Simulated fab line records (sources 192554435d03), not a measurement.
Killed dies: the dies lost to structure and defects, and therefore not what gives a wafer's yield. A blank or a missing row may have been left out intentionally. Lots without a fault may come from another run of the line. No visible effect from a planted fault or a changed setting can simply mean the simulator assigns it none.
A single fault, viewed from 2 desks    flow n5Finfet    only its own numbers are on each desk; what lay behind them is given at the end

== AT THE TOOL OWNER'S DESK: rieSi-03 ==
The tool's own readings at N5_FIN_SAQP_FIN_ETCH_36 (etches the open film in HBr/Cl2/O2, target depth 120 nm, time 50.4 s): means of the sampled wafers that have a number, for each lot that ran on this tool. The brackets show how far a lot's mean lies from the usual mean; more than 4 standard deviations puts the lot out of limits, marked OUT.
Columns: A = drypumpMotorCurrentA at N5_FIN_SAQP_FIN_ETCH_36, usual 5.7 A; B = oesProductAu at N5_FIN_SAQP_FIN_ETCH_36, usual 0.997 a.u.; C = throttleValvePct at N5_FIN_SAQP_FIN_ETCH_36, usual 36.0 %
lot   first seen here  A    B                C
L115  day 2 07:59      6.0  1.000            35.9
L124  day 4 14:37      6.0  1.356 (+22) OUT  35.4
L127  day 5 14:38      5.8  1.194 (+12) OUT  35.5
L137  day 7 20:50      5.2  1.002            36.1
This desk's verdict: out of limits on L124, L127, starting with L124 at day 4 14:37 (oesProductAu at N5_FIN_SAQP_FIN_ETCH_36). Within limits: L115, L137.

== FROM THE METROLOGY DESK ==
Lot by lot, what the gauges showed, no matter which tool ran the lot: averages of those sampled wafers that carry a number. The brackets show how far a lot's mean lies from the usual mean; more than 4 standard deviations puts the lot out of limits, marked OUT. Of its 11 readings 7 are shown: the one that was out of limits first, and those that lie furthest out on some lot.
Columns: A = trenchDepthNm at N5_FIN_SAQP_OCD_MEAS_76, usual 119.7 nm; B = DIBL_P at N5_BEOL_M4_RC_MEAS_101, usual 37.1 mV/V; C = IOFF_N at N5_BEOL_M4_RC_MEAS_101, usual 0.17 nA/um; D = IOFF_P at N5_BEOL_M4_RC_MEAS_101, usual 0.23 nA/um; E = ION_P at N5_BEOL_M4_RC_MEAS_101, usual 462 uA/um; F = SS_N at N5_BEOL_M4_RC_MEAS_101, usual 71.8 mV/dec; G = SS_P at N5_BEOL_M4_RC_MEAS_101, usual 73.6 mV/dec
lot   first seen here  A                B     C     D     E    F     G
L115  day 2 08:13      118.8            36.4  0.15  0.22  466  71.4  73.6
L117  day 2 20:26      119.8            34.5  0.14  0.18  457  70.9  72.7
L118  day 3 03:34      120.5            35.7  0.15  0.20  459  72.1  74.2
L120  day 3 14:14      120.6            37.7  0.18  0.24  461  71.8  73.3
L124  day 4 14:50      182.5 (+22) OUT  35.1  0.14  0.21  472  71.5  73.5
L127  day 5 14:54      150.4 (+11) OUT  36.2  0.14  0.21  466  71.6  73.4
L128  day 5 18:19      119.1            37.5  0.16  0.23  462  71.2  73.4
L133  day 6 20:17      122.7            42.1  0.25  0.31  471  73.7  75.2
L136  day 7 15:35      116.7            35.0  0.16  0.20  464  71.5  73.1
L137  day 7 21:04      121.0            38.8  0.21  0.28  479  72.4  74.4
This desk's verdict: out of limits on L124, L127, starting with L124 at day 4 14:50 (trenchDepthNm at N5_FIN_SAQP_OCD_MEAS_76). Within limits: L115, L117, L118, L120, L128, L133, L136, L137.

== PUT TOGETHER ==
The tool owner's desk had the chance to raise an alarm at day 4 14:37 on L124, L127.
The metrology desk could have raised an alarm at day 4 14:50, on L124, L127.
All the named lots went through N5_FIN_SAQP_FIN_ETCH_36 on rieSi-03.

== WHAT THE SIMULATOR HAD PUT IN ==
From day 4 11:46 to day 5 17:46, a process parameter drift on rieSi-03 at N5_FIN_SAQP_FIN_ETCH_36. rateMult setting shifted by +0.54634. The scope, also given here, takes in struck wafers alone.
Struck lots among those shown: L124, L127.
Fault start to first reading out of limits, in hours, per desk: tool owner, 3; metrology, 3.
